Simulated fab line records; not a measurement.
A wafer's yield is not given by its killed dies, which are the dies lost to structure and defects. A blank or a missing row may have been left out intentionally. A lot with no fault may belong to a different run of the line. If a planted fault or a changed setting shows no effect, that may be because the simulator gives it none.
What tool caused it? || flow nand-harc || Sampling: 14 lots, 42 wafers, 4 of 1302 route steps

WHAT THE GAUGES SHOWED, per wafer
Not one reading of a measure or inspect step in the record can be checked against a usual standard deviation.

EACH LOT AND THE TOOL THAT RAN IT (in order: tool; ch and the chambers of the sampled wafers; start)
{"lot": "L205", "NHARC_A_STAIRCASE_STRIP_446": "plasma-asher-02 ch 0,1, day 19 10:52", "NHARC_A_STAIRCASE_CMP_450": "cmp-02 ch 0,2,3, day 19 11:41", "NHARC_A_STAIRCASE_CMP_152": "cmp-02 ch 0,2,3, day 19 11:45", "NHARC_A_SGD_CUT_EXPOSE_06": "arfi-scanner-01 ch 0, day 19 14:28"}
{"lot": "L207", "NHARC_A_STAIRCASE_STRIP_446": "plasma-asher-01 ch 0,1, day 19 16:03", "NHARC_A_STAIRCASE_CMP_450": "cmp-03 ch 2,3, day 19 16:50", "NHARC_A_STAIRCASE_CMP_152": "cmp-03 ch 2,3, day 19 16:55", "NHARC_A_SGD_CUT_EXPOSE_06": "arfi-scanner-02 ch 0, day 19 19:19"}
{"lot": "L208", "NHARC_A_STAIRCASE_STRIP_446": "plasma-asher-02 ch 0,1, day 19 17:12", "NHARC_A_STAIRCASE_CMP_450": "cmp-03 ch 1,2,3, day 19 17:57", "NHARC_A_STAIRCASE_CMP_152": "cmp-03 ch 1,2,3, day 19 18:01", "NHARC_A_SGD_CUT_EXPOSE_06": "arfi-scanner-03 ch 0, day 19 20:27"}
{"lot": "L209", "NHARC_A_STAIRCASE_STRIP_446": "plasma-asher-02 ch 1, day 20 17:52", "NHARC_A_STAIRCASE_CMP_450": "cmp-02 ch 0,2,3, day 20 18:41", "NHARC_A_STAIRCASE_CMP_152": "cmp-02 ch 0,2,3, day 20 18:46", "NHARC_A_SGD_CUT_EXPOSE_06": "arfi-scanner-01 ch 0, day 20 21:06"}
{"lot": "L210", "NHARC_A_STAIRCASE_STRIP_446": "plasma-asher-01 ch 0,1, day 20 18:34", "NHARC_A_STAIRCASE_CMP_450": "cmp-01 ch 1,2,3, day 20 19:23", "NHARC_A_STAIRCASE_CMP_152": "cmp-01 ch 1,2,3, day 20 19:27", "NHARC_A_SGD_CUT_EXPOSE_06": "arfi-scanner-03 ch 0, day 20 21:50"}
{"lot": "L212", "NHARC_A_STAIRCASE_STRIP_446": "plasma-asher-02 ch 0,1, day 21 09:56", "NHARC_A_STAIRCASE_CMP_450": "cmp-02 ch 0,1, day 21 10:44", "NHARC_A_STAIRCASE_CMP_152": "cmp-02 ch 0,1, day 21 10:48", "NHARC_A_SGD_CUT_EXPOSE_06": "arfi-scanner-01 ch 0, day 21 13:16"}
{"lot": "L214", "NHARC_A_STAIRCASE_STRIP_446": "plasma-asher-01 ch 0,1, day 23 04:13", "NHARC_A_STAIRCASE_CMP_450": "cmp-01 ch 1,2,3, day 23 05:01", "NHARC_A_STAIRCASE_CMP_152": "cmp-01 ch 1,2,3, day 23 05:05", "NHARC_A_SGD_CUT_EXPOSE_06": "arfi-scanner-02, day 23 07:26"}
{"lot": "L216", "NHARC_A_STAIRCASE_STRIP_446": "plasma-asher-01 ch 0,1, day 23 06:54", "NHARC_A_STAIRCASE_CMP_450": "cmp-02 ch 1,2,3, day 23 07:38", "NHARC_A_STAIRCASE_CMP_152": "cmp-02 ch 1,2,3, day 23 07:43", "NHARC_A_SGD_CUT_EXPOSE_06": "arfi-scanner-03, day 23 10:08"}
{"lot": "L220", "NHARC_A_STAIRCASE_STRIP_446": "plasma-asher-01 ch 0,1, day 24 22:17", "NHARC_A_STAIRCASE_CMP_450": "cmp-02 ch 0,1,3, day 24 23:02", "NHARC_A_STAIRCASE_CMP_152": "cmp-02 ch 0,1,3, day 24 23:07", "NHARC_A_SGD_CUT_EXPOSE_06": "arfi-scanner-02 ch 0, day 25 01:29"}
{"lot": "L224", "NHARC_A_STAIRCASE_STRIP_446": "plasma-asher-02 ch 0,1, day 26 19:17", "NHARC_A_STAIRCASE_CMP_450": "cmp-03 ch 2,3, day 26 20:04", "NHARC_A_STAIRCASE_CMP_152": "cmp-03 ch 2,3, day 26 20:08", "NHARC_A_SGD_CUT_EXPOSE_06": "arfi-scanner-03 ch 0, day 26 22:22"}
{"lot": "L223", "NHARC_A_STAIRCASE_STRIP_446": "plasma-asher-01 ch 0,1, day 26 19:17", "NHARC_A_STAIRCASE_CMP_450": "cmp-02 ch 0,1,2, day 26 20:05", "NHARC_A_STAIRCASE_CMP_152": "cmp-02 ch 0,1,2, day 26 20:09", "NHARC_A_SGD_CUT_EXPOSE_06": "arfi-scanner-02 ch 0, day 26 22:32"}
{"lot": "L226", "NHARC_A_STAIRCASE_STRIP_446": "plasma-asher-02 ch 1, day 27 22:56", "NHARC_A_STAIRCASE_CMP_450": "cmp-02 ch 0,2,3, day 27 23:43", "NHARC_A_STAIRCASE_CMP_152": "cmp-02 ch 0,2,3, day 27 23:47", "NHARC_A_SGD_CUT_EXPOSE_06": "arfi-scanner-03 ch 0, day 28 02:32"}
{"lot": "L227", "NHARC_A_STAIRCASE_STRIP_446": "plasma-asher-02 ch 0,1, day 28 05:17", "NHARC_A_STAIRCASE_CMP_450": "cmp-02 ch 0,2,3, day 28 06:06", "NHARC_A_STAIRCASE_CMP_152": "cmp-02 ch 0,2,3, day 28 06:10", "NHARC_A_SGD_CUT_EXPOSE_06": "arfi-scanner-01 ch 0, day 28 08:31"}
{"lot": "L228", "NHARC_A_STAIRCASE_STRIP_446": "plasma-asher-02 ch 0,1, day 28 17:59", "NHARC_A_STAIRCASE_CMP_450": "cmp-01 ch 0,1,2, day 28 18:46", "NHARC_A_STAIRCASE_CMP_152": "cmp-01 ch 0,1,2, day 28 18:51", "NHARC_A_SGD_CUT_EXPOSE_06": "arfi-scanner-03 ch 0, day 28 21:11"}
- NHARC_A_STAIRCASE_STRIP_446: strips in O2.
- NHARC_A_STAIRCASE_CMP_450: polishes SiO2, target thk 200 nm.
- NHARC_A_STAIRCASE_CMP_152: polishes.
- NHARC_A_SGD_CUT_EXPOSE_06: exposes mask SGD.

WHAT THE TOOLS THEMSELVES READ (means of the sampled wafers that have a number; where no wafer has one, the mark that the record gives instead)
NHARC_A_STAIRCASE_STRIP_446. Usual: drypump-motor-current-A 5.8 A, standard deviation 0.47; heater-power-w 303 W, standard deviation 33.
{"lot": "L205", "tool": "plasma-asher-02", "drypump-motor-current-A (A)": 6.1, "heater-power-w (W)": 306, "flag": ""}
{"lot": "L207", "tool": "plasma-asher-01", "drypump-motor-current-A (A)": 5.2, "heater-power-w (W)": 329, "flag": ""}
{"lot": "L208", "tool": "plasma-asher-02", "drypump-motor-current-A (A)": 6.1, "heater-power-w (W)": 303, "flag": ""}
{"lot": "L209", "tool": "plasma-asher-02", "drypump-motor-current-A (A)": 6.2, "heater-power-w (W)": 328, "flag": ""}
{"lot": "L210", "tool": "plasma-asher-01", "drypump-motor-current-A (A)": 5.2, "heater-power-w (W)": 334, "flag": ""}
{"lot": "L212", "tool": "plasma-asher-02", "drypump-motor-current-A (A)": 6.0, "heater-power-w (W)": 277, "flag": ""}
{"lot": "L214", "tool": "plasma-asher-01", "drypump-motor-current-A (A)": 5.5, "heater-power-w (W)": 338, "flag": ""}
{"lot": "L216", "tool": "plasma-asher-01", "drypump-motor-current-A (A)": 5.1, "heater-power-w (W)": 326, "flag": ""}
{"lot": "L220", "tool": "plasma-asher-01", "drypump-motor-current-A (A)": 5.5, "heater-power-w (W)": 328, "flag": ""}
{"lot": "L224", "tool": "plasma-asher-02", "drypump-motor-current-A (A)": 6.1, "heater-power-w (W)": 294, "flag": ""}
{"lot": "L223", "tool": "plasma-asher-01", "drypump-motor-current-A (A)": 5.5, "heater-power-w (W)": 331, "flag": ""}
{"lot": "L226", "tool": "plasma-asher-02", "drypump-motor-current-A (A)": 6.2, "heater-power-w (W)": 310, "flag": ""}
{"lot": "L227", "tool": "plasma-asher-02", "drypump-motor-current-A (A)": 6.0, "heater-power-w (W)": 279, "flag": ""}
{"lot": "L228", "tool": "plasma-asher-02", "drypump-motor-current-A (A)": 6.0, "heater-power-w (W)": 280, "flag": ""}

NHARC_A_STAIRCASE_CMP_450. Usual: motor-current-A reads 12.2 A (standard deviation 1.2).
{"lot": "L205", "tool": "cmp-02", "motor-current-A (A)": 12.3, "flag": ""}
{"lot": "L207", "tool": "cmp-03", "motor-current-A (A)": 12.8, "flag": ""}
{"lot": "L208", "tool": "cmp-03", "motor-current-A (A)": 11.6, "flag": ""}
{"lot": "L209", "tool": "cmp-02", "motor-current-A (A)": 12.2, "flag": ""}
{"lot": "L210", "tool": "cmp-01", "motor-current-A (A)": 11.5, "flag": ""}
{"lot": "L212", "tool": "cmp-02", "motor-current-A (A)": 12.5, "flag": ""}
{"lot": "L214", "tool": "cmp-01", "motor-current-A (A)": 11.7, "flag": ""}
{"lot": "L216", "tool": "cmp-02", "motor-current-A (A)": 11.9, "flag": ""}
{"lot": "L220", "tool": "cmp-02", "motor-current-A (A)": 12.1, "flag": ""}
{"lot": "L224", "tool": "cmp-03", "motor-current-A (A)": 12.4, "flag": ""}
{"lot": "L223", "tool": "cmp-02", "motor-current-A (A)": 13.0, "flag": ""}
{"lot": "L226", "tool": "cmp-02", "motor-current-A (A)": 12.1, "flag": ""}
{"lot": "L227", "tool": "cmp-02", "motor-current-A (A)": 12.3, "flag": ""}
{"lot": "L228", "tool": "cmp-01", "motor-current-A (A)": 12.8, "flag": ""}

NHARC_A_STAIRCASE_CMP_152. Usual: motor-current-A reads 12.1 A (standard deviation 1.2).
{"lot": "L205", "tool": "cmp-02", "motor-current-A (A)": 12.1, "flag": ""}
{"lot": "L207", "tool": "cmp-03", "motor-current-A (A)": 12.6, "flag": ""}
{"lot": "L208", "tool": "cmp-03", "motor-current-A (A)": 11.7, "flag": ""}
{"lot": "L209", "tool": "cmp-02", "motor-current-A (A)": 12.4, "flag": ""}
{"lot": "L210", "tool": "cmp-01", "motor-current-A (A)": 11.3, "flag": ""}
{"lot": "L212", "tool": "cmp-02", "motor-current-A (A)": 12.5, "flag": ""}
{"lot": "L214", "tool": "cmp-01", "motor-current-A (A)": 11.7, "flag": ""}
{"lot": "L216", "tool": "cmp-02", "motor-current-A (A)": 11.8, "flag": ""}
{"lot": "L220", "tool": "cmp-02", "motor-current-A (A)": 12.4, "flag": ""}
{"lot": "L224", "tool": "cmp-03", "motor-current-A (A)": 12.6, "flag": ""}
{"lot": "L223", "tool": "cmp-02", "motor-current-A (A)": 12.9, "flag": ""}
{"lot": "L226", "tool": "cmp-02", "motor-current-A (A)": 12.2, "flag": ""}
{"lot": "L227", "tool": "cmp-02", "motor-current-A (A)": 12.0, "flag": ""}
{"lot": "L228", "tool": "cmp-01", "motor-current-A (A)": 12.5, "flag": ""}

NHARC_A_SGD_CUT_EXPOSE_06. Usual: exposure-dose-mJ-cm2 85.57, standard deviation 0.087; focus-offset-nm 0.0 nm, standard deviation 0.64; reticle-temp-C 23.00 C, standard deviation 0.11.
{"lot": "L205", "tool": "arfi-scanner-01", "exposure-dose-mJ-cm2": 85.62, "focus-offset-nm (nm)": -0.5, "reticle-temp-C (C)": 22.89, "flag": ""}
{"lot": "L207", "tool": "arfi-scanner-02", "exposure-dose-mJ-cm2": 85.52, "focus-offset-nm (nm)": -0.7, "reticle-temp-C (C)": 23.17, "flag": ""}
{"lot": "L208", "tool": "arfi-scanner-03", "exposure-dose-mJ-cm2": 85.56, "focus-offset-nm (nm)": -0.1, "reticle-temp-C (C)": 22.99, "flag": ""}
{"lot": "L209", "tool": "arfi-scanner-01", "exposure-dose-mJ-cm2": 85.68, "focus-offset-nm (nm)": 1.0, "reticle-temp-C (C)": 23.08, "flag": ""}
{"lot": "L210", "tool": "arfi-scanner-03", "exposure-dose-mJ-cm2": 85.58, "focus-offset-nm (nm)": 0.6, "reticle-temp-C (C)": 23.01, "flag": ""}
{"lot": "L212", "tool": "arfi-scanner-01", "exposure-dose-mJ-cm2": 85.68, "focus-offset-nm (nm)": -0.2, "reticle-temp-C (C)": 23.08, "flag": ""}
{"lot": "L214", "tool": "arfi-scanner-02", "exposure-dose-mJ-cm2": "-", "focus-offset-nm (nm)": "-", "reticle-temp-C (C)": "-", "flag": "OFF"}
{"lot": "L216", "tool": "arfi-scanner-03", "exposure-dose-mJ-cm2": "-", "focus-offset-nm (nm)": "-", "reticle-temp-C (C)": "-", "flag": "OFF"}
{"lot": "L220", "tool": "arfi-scanner-02", "exposure-dose-mJ-cm2": 85.58, "focus-offset-nm (nm)": -0.4, "reticle-temp-C (C)": 23.06, "flag": ""}
{"lot": "L224", "tool": "arfi-scanner-03", "exposure-dose-mJ-cm2": 85.53, "focus-offset-nm (nm)": 0.6, "reticle-temp-C (C)": 22.85, "flag": ""}
{"lot": "L223", "tool": "arfi-scanner-02", "exposure-dose-mJ-cm2": 85.55, "focus-offset-nm (nm)": 0.4, "reticle-temp-C (C)": 22.92, "flag": ""}
{"lot": "L226", "tool": "arfi-scanner-03", "exposure-dose-mJ-cm2": 85.62, "focus-offset-nm (nm)": -0.8, "reticle-temp-C (C)": 23.00, "flag": ""}
{"lot": "L227", "tool": "arfi-scanner-01", "exposure-dose-mJ-cm2": 85.44, "focus-offset-nm (nm)": -0.6, "reticle-temp-C (C)": 23.06, "flag": ""}
{"lot": "L228", "tool": "arfi-scanner-03", "exposure-dose-mJ-cm2": 85.64, "focus-offset-nm (nm)": -1.0, "reticle-temp-C (C)": 23.08, "flag": ""}

THE ANSWER, worked out from the rows above alone
Rule: lot off if the mean of its wafers having a number is beyond 3 standard deviations from the usual mean. A lot without any number at a reading at which 4 lots or more have one is off too. All remaining lots with rows at the step are treated as sound. Order of review: gauges by route order, followed by the tools' own readings, for which a lot's mean as printed above is used. At the first step where some lot is off, the reading lying furthest off is the one used; lots without a number count as furthest.
Off: L214, L216 (NHARC_A_SGD_CUT_EXPOSE_06, exposure-dose-mJ-cm2). Without a number there: L214, L216.
If a tool, at that step or one of the process steps before it, ran each lot that is off and ran no sound lot following the first of them, it fits. None of those tried fits.

WHAT HAD BEEN PUT IN BY THE SIMULATOR
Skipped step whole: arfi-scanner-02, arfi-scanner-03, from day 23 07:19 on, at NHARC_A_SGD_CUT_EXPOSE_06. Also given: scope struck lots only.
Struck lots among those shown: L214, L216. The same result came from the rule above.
